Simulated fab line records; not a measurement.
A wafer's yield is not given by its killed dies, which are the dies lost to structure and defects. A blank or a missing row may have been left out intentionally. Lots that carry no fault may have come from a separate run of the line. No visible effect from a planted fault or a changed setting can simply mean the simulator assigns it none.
What tool caused it?    flow n5 finfet    27 wafers from 9 lots sampled at 5 of the route's 1938 steps

## WHAT THE GAUGES READ, wafer by wafer
N5_BEOL_M4_RC_MEAS_101.
lot   measured      on         DIBL_N (mV/V)   DIBL_P (mV/V)   IOFF_N (nA/um)  IOFF_P (nA/um)  ION_N (uA/um)  ION_P (uA/um)  SS_N (mV/dec)   SS_P (mV/dec)   VT_N (mV)    VT_P (mV)
L501  day 7 13:15   prober-01  38.7 35.2 33.1  41.7 37.8 33.2  0.22 0.16 0.11  0.29 0.22 0.14  691 671 657    467 461 456    72.6 71.3 71.1  75.5 73.5 72.6  244 251 254  -248 -251 -257
L502  day 8 08:13   prober-02  35.9 35.8 38.7  34.4 36.3 38.9  0.14 0.16 0.21  0.17 0.21 0.25  669 697 704    455 481 479    71.1 71.3 71.7  72.3 73.1 74.3  254 247 247  -253 -251 -248
L509  day 9 17:10   prober-01  39.1 35.8 39.2  37.9 35.5 39.8  0.23 0.16 0.24  0.31 0.25 0.35  676 682 699    473 475 477    73.1 71.4 71.8  73.8 73.0 74.4  245 250 244  -244 -248 -241
L510  day 10 00:06  prober-01  38.4 38.5 37.4  38.5 38.8 36.5  0.19 0.21 0.18  0.28 0.29 0.26  692 703 680    482 484 470    72.2 72.1 72.1  74.2 73.7 73.5  249 245 245  -246 -246 -246
L512  day 10 11:44  prober-01  37.4 36.5 38.0  38.8 35.5 38.7  0.19 0.15 0.19  0.24 0.18 0.24  682 667 697    463 448 475    72.1 71.5 72.1  73.5 71.9 73.1  248 251 245  -250 -253 -249
L515  day 11 11:25  prober-02  40.2 36.4 40.9  40.8 36.5 42.7  0.23 0.16 0.29  0.29 0.22 0.33  690 691 711    473 476 480    73.1 71.3 72.8  74.3 72.9 74.5  243 247 238  -246 -249 -242
L518  day 11 20:03  prober-02  34.8 32.5 34.2  37.0 34.5 36.5  0.14 0.11 0.13  0.21 0.17 0.19  662 665 658    461 463 460    71.4 70.2 70.7  73.7 72.6 73.0  254 258 255  -249 -253 -252
L520  day 12 14:08  prober-01  40.3 40.3 35.6  42.7 41.8 37.4  0.30 0.27 0.19  0.37 0.34 0.24  702 679 703    484 466 483    73.1 73.4 71.7  74.9 76.0 72.8  240 245 245  -243 -246 -247
L521  day 12 21:37  prober-01  37.9 34.5 35.7  40.9 35.3 38.1  0.19 0.13 0.16  0.23 0.15 0.19  669 664 666    459 449 449    72.2 71.4 71.5  73.8 72.8 73.4  248 251 247  -251 -256 -254

N5_BEOL_M9_THK_MEAS_01.
lot   measured      on             M9_ILD_THK (nm)
L501  day 9 03:19   film metro-02  546 547 552
L502  day 10 00:16  film metro-02  542 550 551
L509  day 11 05:58  film metro-02  265 267 270
L510  day 11 10:40  film metro-01  266 268 270
L512  day 12 01:28  film metro-01  264 265 272
L515  day 13 03:58  film metro-02  269 269 274
L518  day 13 13:27  film metro-02  263 264 266
L520  day 14 06:37  film metro-01  264 269 272
L521  day 14 15:19  film metro-02  267 270 277

## EACH LOT AND THE TOOL THAT RAN IT (in order: tool; ch and the chambers of the sampled wafers; start)
lot   N5_BEOL_M8_ETCH_41                             N5_BEOL_M8_PRE_CLEAN_45       N5_BEOL_M9_ILD_DEP_00
L501  rie diel-03 ch 0,2, day 9 00:17 or earlier     pvd sputter-03, day 9 00:17   pecvd-01 ch 0,1, day 9 02:24
L502  rie diel-01 ch 0,1,3, day 9 19:59 or earlier   pvd sputter-03, day 9 19:59   pecvd-03 ch 0,1, day 9 22:32
L509  rie diel-01 ch 0,1,2, day 11 03:36 or earlier  pvd sputter-02, day 11 03:36  pecvd-03 ch 0,1, day 11 05:22
L510  rie diel-03 ch 0,2,3, day 11 08:26 or earlier  pvd sputter-03, day 11 08:26  pecvd-03 ch 0,1, day 11 10:04
L512  rie diel-04 ch 0,1,3, day 11 22:50 or earlier  pvd sputter-03, day 11 22:50  pecvd-03 ch 0,1, day 12 00:52
L515  rie diel-01 ch 0,2,3, day 13 00:59 or earlier  pvd sputter-03, day 13 00:59  pecvd-01 ch 0,1, day 13 03:22
L518  rie diel-04 ch 0,2, day 13 09:49 or earlier    pvd sputter-01, day 13 09:49  pecvd-02 ch 0, day 13 12:50
L520  rie diel-03 ch 1,2, day 14 04:22 or earlier    pvd sputter-02, day 14 04:22  pecvd-02 ch 0,1, day 14 06:02
L521  rie diel-04 ch 1,2,3, day 14 13:01 or earlier  pvd sputter-02, day 14 13:01  pecvd-01 ch 0,2, day 14 14:43
- N5_BEOL_M8_ETCH_41: etches SiCN in CH3F/O2, target depth 31.9 nm, time 57.8 s.
- N5_BEOL_M8_PRE_CLEAN_45: time 30 s.
- N5_BEOL_M9_ILD_DEP_00: deposits SiCOH lowk from DEMS/porogen, target thk 308.51 nm, time 58 s.

## AS READ BY THE TOOLS THEMSELVES (means over the sampled wafers that have a number; for cases with no such wafer, the mark the record gives instead)
N5_BEOL_M8_ETCH_41.
lot   tool         drypump motor current A (A)  oes product au (a.u.)  rf vpp V (V)  showerhead plenum p Torr (Torr)  throttle valve pct (%)
L501  rie diel-03  6.1                          0.73                   297.5         2.02                             16.52
L502  rie diel-01  6.0                          0.75                   297.2         2.00                             16.31
L509  rie diel-01  5.8                          0.80                   297.8         2.02                             16.32
L510  rie diel-03  5.9                          0.70                   297.1         2.01                             16.63
L512  rie diel-04  5.4                          0.82                   297.9         2.00                             16.35
L515  rie diel-01  5.7                          0.79                   299.2         2.07                             16.36
L518  rie diel-04  5.4                          0.83                   299.5         2.13                             16.33
L520  rie diel-03  5.7                          0.76                   296.2         1.97                             16.34
L521  rie diel-04  5.3                          0.78                   297.0         1.99                             16.32

N5_BEOL_M8_PRE_CLEAN_45.
lot   tool            heater power w (W)
L501  pvd sputter-03  340
L502  pvd sputter-03  344
L509  pvd sputter-02  309
L510  pvd sputter-03  359
L512  pvd sputter-03  387
L515  pvd sputter-03  361
L518  pvd sputter-01  323
L520  pvd sputter-02  281
L521  pvd sputter-02  330

N5_BEOL_M9_ILD_DEP_00.
lot   tool      heater power outer w (W)  heater power w (W)  showerhead plenum p Torr (Torr)  throttle valve pct (%)
L501  pecvd-01  140                       287                 5.752                            15.2
L502  pecvd-03  118                       287                 5.745                            14.1
L509  pecvd-03  137                       310                 5.742                            14.2
L510  pecvd-03  128                       300                 5.742                            14.3
L512  pecvd-03  128                       297                 5.737                            14.5
L515  pecvd-01  131                       278                 5.749                            15.4
L518  pecvd-02  134                       318                 5.730                            15.1
L520  pecvd-02  160                       347                 5.743                            14.8
L521  pecvd-01  120                       258                 5.732                            14.0

## THE ANSWER, worked out from the rows above alone
Rule: what is usual is taken from the lots themselves. The widest of any qualifying gaps counts: lots, ordered by their means at a reading, are off when they make up no more than a third of the lots, leave a main group of 4 or more, and stand apart from it by 3 or more times the standard deviation of that group's means. A main group whose means are all the same, to the digits that the tables above print for the reading, isn't used. A lot without any number at a reading at which 4 lots or more have one is off too. Where the step has rows for the other lots, those lots are counted as sound. After the gauges, taken in route order, come the tools' own readings; for these a lot's mean is taken, as printed above. At the first step where some lot is off, the reading lying furthest off is the one used; lots without a number count as furthest.
Off: L501, L502, at N5_BEOL_M9_THK_MEAS_01 (M9_ILD_THK). The main group has a mean of 268 nm with a standard deviation of 2.2.
If a tool, at a process step before that reading, ran all the lots that are off and no sound lot after the first of them, it fits. Those tools and the gauges at N5_BEOL_M9_THK_MEAS_01 are tried in the same way. N5_BEOL_M8_ETCH_41 gives no start for some lots, so the hours and the order of its lots are those of N5_BEOL_M8_PRE_CLEAN_45. None of those tried fits.

## WHAT THE SIMULATOR HAD INSERTED
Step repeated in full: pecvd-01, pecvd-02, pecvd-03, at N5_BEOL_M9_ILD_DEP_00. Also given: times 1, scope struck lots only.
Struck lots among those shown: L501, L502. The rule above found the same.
